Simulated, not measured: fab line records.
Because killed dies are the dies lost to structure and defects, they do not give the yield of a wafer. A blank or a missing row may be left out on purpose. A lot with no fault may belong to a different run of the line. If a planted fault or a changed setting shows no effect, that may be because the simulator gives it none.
The tool behind it: which one? | flow n5_finfet | 10 lots with 27 wafers sampled at 5 steps, on a route of 1938 steps

== WHAT THE GAUGES SHOWED, per wafer ==
N5_SDB_INSPECT_13: inspects for defects (brightfield). Usual: raw_defect_count reads 65 (standard deviation 25).
lot  | measured    | on                | raw_defect_count | flag
L913 | day 3 18:05 | defect_inspect-01 | 135 69           |
L914 | day 3 22:53 | defect_inspect-02 | 96 46 99         |
L915 | day 4 03:44 | defect_inspect-01 | 41 51            |
L917 | day 4 18:56 | defect_inspect-02 | 60 121 93        |
L919 | day 5 05:42 | defect_inspect-01 | 51 65 50         |
L929 | day 7 14:34 | defect_inspect-01 | 79 102 82        |
L932 | day 8 12:41 | defect_inspect-02 | 83 86 36         |
L933 | day 8 16:31 | defect_inspect-02 | 15 47 37         |
L934 | day 8 22:41 | defect_inspect-01 | 38 39            |
L935 | day 9 05:52 | defect_inspect-02 | 55 87 120        |

N5_BEOL_M4_RC_MEAS_101. Usual: DIBL_N 36.3 mV/V, standard deviation 1.6; DIBL_P 36.2 mV/V, standard deviation 2.1; IOFF_N 0.16 nA/um, standard deviation 0.031; IOFF_P 0.21 nA/um, standard deviation 0.034; ION_N 673 uA/um, standard deviation 11; ION_P 461 uA/um, standard deviation 7.4; SS_N 71.6 mV/dec, standard deviation 0.55; SS_P 73.3 mV/dec, standard deviation 0.66; VT_N 251 mV, standard deviation 3.2; VT_P -251 mV, standard deviation 3.5.
lot  | measured     | on        | DIBL_N (mV/V)  | DIBL_P (mV/V)  | IOFF_N (nA/um) | IOFF_P (nA/um) | ION_N (uA/um) | ION_P (uA/um) | SS_N (mV/dec)  | SS_P (mV/dec)  | VT_N (mV)   | VT_P (mV)      | flag
L913 | day 7 13:00  | prober-02 | 36.6 34.4      | 35.7 33.3      | 0.16 0.13      | 0.23 0.19      | 678 683       | 469 473       | 72.4 71.6      | 73.7 73.3      | 250 252     | -252 -250      |
L914 | day 7 15:59  | prober-02 | 36.3 36.8 38.4 | 36.0 36.5 37.9 | 0.14 0.14 0.17 | 0.21 0.21 0.25 | 683 665 676   | 471 462 464   | 71.0 71.5 71.2 | 73.8 73.4 74.0 | 254 253 250 | -254 -253 -251 |
L915 | day 7 19:15  | prober-02 | 33.4 35.0      | 33.4 36.1      | 0.12 0.15      | 0.15 0.20      | 664 661       | 452 453       | 70.8 71.6      | 72.9 73.3      | 258 249     | -254 -251      |
L917 | day 8 17:03  | prober-02 | 36.0 38.8 38.9 | 35.8 39.2 39.4 | 0.14 0.20 0.19 | 0.22 0.28 0.28 | 661 679 675   | 460 467 473   | 72.0 71.9 72.2 | 73.4 74.3 74.7 | 255 249 248 | -250 -244 -244 |
L919 | day 9 00:52  | prober-01 | 39.4 39.9 40.0 | 39.1 40.1 39.6 | 0.25 0.24 0.26 | 0.27 0.28 0.28 | 681 683 683   | 460 461 464   | 72.0 72.9 72.5 | 74.2 74.2 73.5 | 244 245 246 | -247 -247 -248 |
L929 | day 11 05:26 | prober-02 | 37.3 33.8 35.9 | 38.7 33.8 36.8 | 0.19 0.12 0.17 | 0.27 0.20 0.24 | 687 680 680   | 475 476 469   | 71.9 70.7 71.6 | 73.0 72.2 73.1 | 245 252 247 | -241 -248 -244 |
L932 | day 12 04:56 | prober-01 | 36.5 36.2 35.5 | 37.0 36.8 34.7 | 0.16 0.15 0.13 | 0.20 0.20 0.17 | 669 665 661   | 462 460 452   | 72.3 71.2 71.5 | 73.6 73.7 73.0 | 251 251 256 | -249 -251 -253 |
L933 | day 12 09:29 | prober-01 | 36.9 33.8 36.6 | 37.1 33.7 37.1 | 0.16 0.11 0.16 | 0.18 0.13 0.17 | 670 662 682   | 454 446 459   | 71.6 70.9 71.5 | 73.1 72.7 73.2 | 251 256 249 | -258 -262 -258 |
L934 | day 12 17:08 | prober-01 | 36.8 38.1      | 35.2 37.4      | 0.15 0.17      | 0.19 0.21      | 667 689       | 454 464       | 71.3 71.6      | 73.0 74.0      | 253 246     | -254 -253      |
L935 | day 13 07:39 | prober-01 | 34.2 37.2 36.9 | 32.7 37.0 36.4 | 0.10 0.15 0.14 | 0.14 0.19 0.19 | 656 667 666   | 455 456 463   | 70.4 71.2 71.6 | 71.8 72.6 72.9 | 257 251 252 | -254 -253 -255 |

== TOOL THAT RAN EACH LOT (tool first, then ch and the chambers of the sampled wafers, then the start) ==
lot  | N5_ILD0_ALD_15                   | N5_SDB_ETCH_17                    | N5_SDB_ETCH_18
L913 | ald_sin-01 ch 0,1, day 3 15:01   | rie_diel-04 ch 0,2, day 3 18:16   | rie_diel-04 ch 0,2, day 3 18:18
L914 | ald_sin-01 ch 0,3, day 3 19:57   | rie_diel-04 ch 0,2,3, day 3 23:15 | rie_diel-04 ch 0,2,3, day 3 23:17
L915 | ald_sin-02 ch 1,2, day 4 00:48   | rie_diel-04 ch 1,2, day 4 03:49   | rie_diel-04 ch 1,2, day 4 03:50
L917 | ald_sin-01 ch 0,2, day 4 15:52   | rie_diel-06 ch 0,3, day 4 19:05   | rie_diel-06 ch 0,3, day 4 19:08
L919 | ald_sin-01 ch 2,3, day 5 02:38   | rie_diel-06 ch 0,1, day 5 06:22   | rie_diel-06 ch 0,1, day 5 06:24
L929 | ald_sin-03 ch 2,3, day 7 11:28   | rie_diel-04 ch 0,2, day 7 15:08   | rie_diel-04 ch 0,2, day 7 15:10
L932 | ald_sin-02 ch 0,1,3, day 8 09:45 | rie_diel-06 ch 0,2,3, day 8 12:51 | rie_diel-06 ch 0,2,3, day 8 12:53
L933 | ald_sin-01 ch 0,1, day 8 13:13   | rie_diel-06 ch 0,2,3, day 8 16:35 | rie_diel-06 ch 0,2,3, day 8 16:37
L934 | ald_sin-02 ch 2,3, day 8 19:35   | rie_diel-02 ch 0,2, day 8 22:45   | rie_diel-02 ch 0,2, day 8 22:47
L935 | ald_sin-01 ch 0,2,3, day 9 02:56 | rie_diel-02 ch 0,2,3, day 9 06:02 | rie_diel-02 ch 0,2,3, day 9 06:04
- N5_ILD0_ALD_15: deposits SiNx, target thk 24 nm, pulse time 1 s, ald cycles 480.
- N5_SDB_ETCH_17: etches SiARC in CF4, target depth 23.4 nm, time 39 s.
- N5_SDB_ETCH_18: etches SOC in N2/H2, target depth 100 nm, overetch 20 nm, time 150 s.

== WHAT THE TOOLS THEMSELVES READ (means of the sampled wafers that have a number; where no wafer has one, the mark that the record gives instead) ==
N5_ILD0_ALD_15. Usual: heater_power_w 846 W, standard deviation 87; precursor_pulse_height_rel 1.001, standard deviation 0.022.
lot  | tool       | heater_power_w (W) | precursor_pulse_height_rel | flag
L913 | ald_sin-01 | 834                | 1.015                      |
L914 | ald_sin-01 | 783                | 1.017                      |
L915 | ald_sin-02 | 854                | 0.988                      |
L917 | ald_sin-01 | 790                | 1.027                      |
L919 | ald_sin-01 | 701                | 1.006                      |
L929 | ald_sin-03 | 927                | 1.003                      |
L932 | ald_sin-02 | 864                | 0.973                      |
L933 | ald_sin-01 | 840                | 0.999                      |
L934 | ald_sin-02 | 878                | 0.998                      |
L935 | ald_sin-01 | 759                | 0.979                      |

N5_SDB_ETCH_17. Usual: drypump_motor_current_A 5.7 A, standard deviation 0.38; etch_rf_on_time_s 38.9 s, standard deviation 0.95; oes_product_au 0.66 a.u., standard deviation 0.073; rf_vpp_V 184.1 V, standard deviation 1; showerhead_plenum_p_Torr 2.14 Torr, standard deviation 0.061; throttle_valve_pct 15.76 %, standard deviation 0.23.
lot  | tool        | drypump_motor_current_A (A) | etch_rf_on_time_s (s) | oes_product_au (a.u.) | rf_vpp_V (V) | showerhead_plenum_p_Torr (Torr) | throttle_valve_pct (%) | flag
L913 | rie_diel-04 | 6.3                         | 40.0                  | 0.67                  | 183.8        | 2.08                            | 15.54                  |
L914 | rie_diel-04 | 6.1                         | 40.0                  | 0.66                  | 183.7        | 2.10                            | 15.67                  |
L915 | rie_diel-04 | 5.8                         | 38.2                  | 0.73                  | 183.9        | 2.11                            | 15.52                  |
L917 | rie_diel-06 | 5.9                         | 39.9                  | 0.59                  | 184.5        | 2.14                            | 16.00                  |
L919 | rie_diel-06 | 6.1                         | 39.1                  | 0.60                  | 184.6        | 2.20                            | 15.91                  |
L929 | rie_diel-04 | 6.2                         | 40.0                  | 0.65                  | 183.5        | 2.07                            | 15.60                  |
L932 | rie_diel-06 | 5.7                         | 38.4                  | 0.59                  | 184.5        | 2.10                            | 15.98                  |
L933 | rie_diel-06 | 5.7                         | 38.7                  | 0.59                  | 182.8        | 2.10                            | 15.97                  |
L934 | rie_diel-02 | 5.2                         | 39.4                  | 0.67                  | 185.0        | 2.17                            | 15.79                  |
L935 | rie_diel-02 | 5.4                         | 39.0                  | 0.69                  | 184.6        | 2.19                            | 15.68                  |

N5_SDB_ETCH_18. Usual: drypump_motor_current_A 5.7 A, standard deviation 0.38; oes_product_au 0.69 a.u., standard deviation 0.071; rf_vpp_V 523.8 V, standard deviation 2.5; showerhead_plenum_p_Torr 2.54 Torr, standard deviation 0.077; throttle_valve_pct 17.95 %, standard deviation 0.21.
lot  | tool        | drypump_motor_current_A (A) | oes_product_au (a.u.) | rf_vpp_V (V) | showerhead_plenum_p_Torr (Torr) | throttle_valve_pct (%) | flag
L913 | rie_diel-04 | 6.2                         | 0.71                  | 522.0        | 2.46                            | 17.69                  |
L914 | rie_diel-04 | 6.1                         | 0.70                  | 522.2        | 2.48                            | 17.81                  |
L915 | rie_diel-04 | 5.9                         | 0.76                  | 524.4        | 2.52                            | 17.79                  |
L917 | rie_diel-06 | 5.9                         | 0.63                  | 523.6        | 2.54                            | 18.19                  |
L919 | rie_diel-06 | 6.1                         | 0.62                  | 525.3        | 2.60                            | 18.03                  |
L929 | rie_diel-04 | 6.2                         | 0.69                  | 521.0        | 2.44                            | 17.71                  |
L932 | rie_diel-06 | 5.7                         | 0.62                  | 522.2        | 2.50                            | 18.16                  |
L933 | rie_diel-06 | 5.7                         | 0.61                  | 523.0        | 2.50                            | 18.16                  |
L934 | rie_diel-02 | 5.2                         | 0.71                  | 524.4        | 2.55                            | 17.96                  |
L935 | rie_diel-02 | 5.3                         | 0.72                  | 525.3        | 2.59                            | 17.90                  |

== THE ANSWER, worked out from the rows above alone ==
Rule: lot off if the mean of its wafers having a number is beyond 3 standard deviations from the usual mean. A lot without any number at a reading at which 4 lots or more have one is off too. Any other lot the step has rows for is counted as sound. After the gauges, taken in route order, come the tools' own readings; for these a lot's mean is taken, as printed above. At the first step where some lot is off, the reading lying furthest off is the one used; lots without a number count as furthest.
Across all readings shown, no lot is off: no conclusion can be drawn from this.

== WHAT THE SIMULATOR HAD INSERTED ==
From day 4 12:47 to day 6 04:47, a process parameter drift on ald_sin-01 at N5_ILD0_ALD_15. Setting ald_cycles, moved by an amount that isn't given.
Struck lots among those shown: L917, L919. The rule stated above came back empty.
